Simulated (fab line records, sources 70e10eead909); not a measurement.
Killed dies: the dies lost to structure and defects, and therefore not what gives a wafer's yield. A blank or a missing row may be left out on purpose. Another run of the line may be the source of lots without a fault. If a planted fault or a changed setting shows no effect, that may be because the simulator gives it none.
A struck lot beside a sound one | flow nand_harc | 39 out of 1302 route steps
Sound: these wafers, L608.2, L608.3, L608.6. Struck: wafers L619.1, L619.2, L619.6. Last of all comes the cause.
Each step with rows lists, per side, the tool, then ch with its chambers, then its first start. Under that, the readings that differ: sound wafers | struck wafers | difference of the means | sigmas: that difference in standard deviations of wafers without a fault.
alike: words and numbers the same on both sides, and readings whose means are apart by under 2 such deviations; not compared: readings that were withheld, readings missing a value for some wafer, numbers with overlapping values and no deviation given by the record, and bounds like >300 which may hide the same value.
The two part at a step that has a row with sigmas, a row that says differs or no value, or rows on one side only. Numbers that don't overlap but have no deviation are shown without sigmas and don't part them. A reading missing from all wafers of one side parts the sides only when that side holds two or more wafers.

NHARC_A_CHANNEL_HOLE_D2_STRIP_28: strips in O2.
  sound on rie_diel-08 ch 0,2; struck on rie_diel-08 ch 1,2,3
  alike: drypump_motor_current_A, mfc_ar_sccm, oes_product_au, rf_vpp_V, showerhead_plenum_p_Torr, throttle_valve_pct
  not compared: rf_hours_counter_h
then, 2 steps without rows for these wafers: NHARC_A_CHANNEL_HOLE_D2_PRECLEAN_29 (cleans in SC1); NHARC_A_CHANNEL_HOLE_D2_SRD_30.
NHARC_A_CHANNEL_HOLE_D2_CD_MEAS_31:
  sound on cd_sem-01, day 14 14:09; struck on cd_sem-02, day 19 11:28
  alike: cd_nm
then, 1 step without rows for these wafers: NHARC_A_CHANNEL_HOLE_D2_XSEM_32.
NHARC_A_CHANNEL_HOLE_D2_INSPECT_40:
  sound on defect_inspect-02, day 14 14:21; struck on defect_inspect-01, day 19 11:39
  alike: raw_defect_count
then, 5 steps without rows for these wafers: NHARC_A_CHANNEL_FILL_D2_PRECLEAN_00 (cleans in SC1); NHARC_A_CHANNEL_FILL_D2_SRD_01; NHARC_A_CHANNEL_FILL_D2_ALD_02 (deposits SiO2, target thk 6 nm, pulse time 10 s, ald cycles 60); NHARC_A_CHANNEL_FILL_D2_ALD_03 (deposits SiNx, target thk 6 nm, pulse time 60 s, ald cycles 58); NHARC_A_CHANNEL_FILL_D2_ALD_14 (deposits SiO2, target thk 2.5 nm, pulse time 10 s, ald cycles 25).
NHARC_A_CHANNEL_FILL_D2_ALD_15: deposits SiNx, target thk 2 nm, pulse time 60 s, ald cycles 19.
  sound on ald_sin_batch-02 ch 0; struck on ald_sin_batch-03 ch 0
  alike: chamber_pressure_Torr, precursor_pulse_height_rel
NHARC_A_CHANNEL_FILL_D2_ALD_16: deposits SiO2, target thk 1.5 nm, pulse time 10 s, ald cycles 15.
  sound on ald_hk-04 ch 1,2, day 15 02:44; struck on ald_hk-04 ch 0,1,3, day 19 23:05
  alike: heater_power_w, precursor_pulse_height_rel
then, 10 steps without rows for these wafers: NHARC_A_CHANNEL_FILL_D2_ANNEAL_17 (time 1800 s); NHARC_A_CHANNEL_FILL_D2_CVD_18 (deposits poly-Si, target thk 3 nm); NHARC_A_CHANNEL_FILL_D2_ETCHBACK_19 (etches the open film in HBr/Cl2, target depth 5 nm, time 1.7 s); NHARC_A_CHANNEL_FILL_D2_ETCHBACK_20 (etches the open film in C4F8/O2/Ar, target depth 27 nm, time 13.5 s); NHARC_A_CHANNEL_FILL_D2_STRIP_28 (strips in O2, time 20 s); NHARC_A_CHANNEL_FILL_D2_PRECLEAN_21 (cleans in dHF, time 30 s); NHARC_A_CHANNEL_FILL_D2_SRD_23; NHARC_A_CHANNEL_FILL_D2_CVD_05 (deposits poly-Si, target thk 5 nm); NHARC_A_CHANNEL_FILL_D2_ANNEAL_22 (time 7200 s); NHARC_A_CHANNEL_FILL_D2_ALD_25 (deposits SiOx, target thk 60 nm, pulse time 10 s, ald cycles 600).
NHARC_A_CHANNEL_FILL_D2_ETCHBACK_08: etches the open film in C4F8, target depth 220 nm, time 110 s.
  sound on rie_diel-03 ch 1,3; struck on rie_diel-07 ch 0,1,3
  alike: oes_product_au, rf_vpp_V
  not compared: rf_hours_counter_h
NHARC_A_CHANNEL_FILL_D2_STRIP_29: strips in O2, time 20 s.
  sound on rie_diel-03 ch 0,1,3; struck on rie_diel-07 ch 1,3, day 21 08:23
  reading            | sound | struck            | difference | sigmas
  mfc_ar_sccm (sccm) | 0 0 0 | 0.029 0.018 0.018 | +0.022     | +2
  alike: drypump_motor_current_A, oes_product_au, rf_vpp_V, showerhead_plenum_p_Torr, throttle_valve_pct
  not compared: rf_hours_counter_h
then, 5 steps without rows for these wafers: NHARC_A_CHANNEL_FILL_D2_PRECLEAN_30 (cleans in dHF, time 30 s); NHARC_A_CHANNEL_FILL_D2_SRD_31; NHARC_A_CHANNEL_FILL_D2_CVD_09 (deposits poly-Si, target thk 150 nm, time 3000 s); NHARC_A_CHANNEL_FILL_D2_CMP_10 (polishes, target thk 150 nm); NHARC_A_CHANNEL_FILL_D2_SRD_12.
NHARC_A_CHANNEL_FILL_D2_RTA_24: time 5 s.
  sound on rtp_anneal-02 ch 0, day 16 20:41; struck on rtp_anneal-01 ch 0, day 21 14:25
  reading            | sound          | struck         | difference | sigmas
  lamp_power_pct (%) | 34.4 34.5 34.3 | 32.6 32.6 32.7 | -1.8       | -2
  alike: wafer_temp_C_max
then, 7 steps without rows for these wafers: NHARC_A_STAIRCASE_DEP_156 (deposits SiNx, target thk 50 nm); NHARC_A_STAIRCASE_DEHYDRATE_158 (time 120 s); NHARC_A_STAIRCASE_HMDS_159 (time 30 s); NHARC_A_STAIRCASE_COAT_160; NHARC_A_STAIRCASE_SOFTBAKE_161 (time 170 s); NHARC_A_STAIRCASE_EBR_162; NHARC_A_STAIRCASE_EXPOSE_163 (exposes mask STAIR OPEN).
-- break in the record here, with 9 days between the starts of the struck wafers on either side (left off in module A_STAIRCASE, picked up again in module END, where the first step shown is number 1302 on the route) --
NHARC_END_SORT_01:
  sound on prober-01 ch 0, day 25 15:20; struck on prober-01 ch 0, day 30 04:47
  reading         | sound    | struck     | difference | sigmas
  killed_at_array | 57 61 79 | 77 101 141 | +41        | +3
  killed_dies     | 59 63 82 | 82 102 145 | +42        | +3
  alike: killed_at_other, killed_at_periphery, killed_open, killed_short

## WHERE THEY PART
Earliest at NHARC_A_CHANNEL_FILL_D2_STRIP_29; latest, in this record, at NHARC_END_SORT_01.

WHY: the cause the simulator had injected
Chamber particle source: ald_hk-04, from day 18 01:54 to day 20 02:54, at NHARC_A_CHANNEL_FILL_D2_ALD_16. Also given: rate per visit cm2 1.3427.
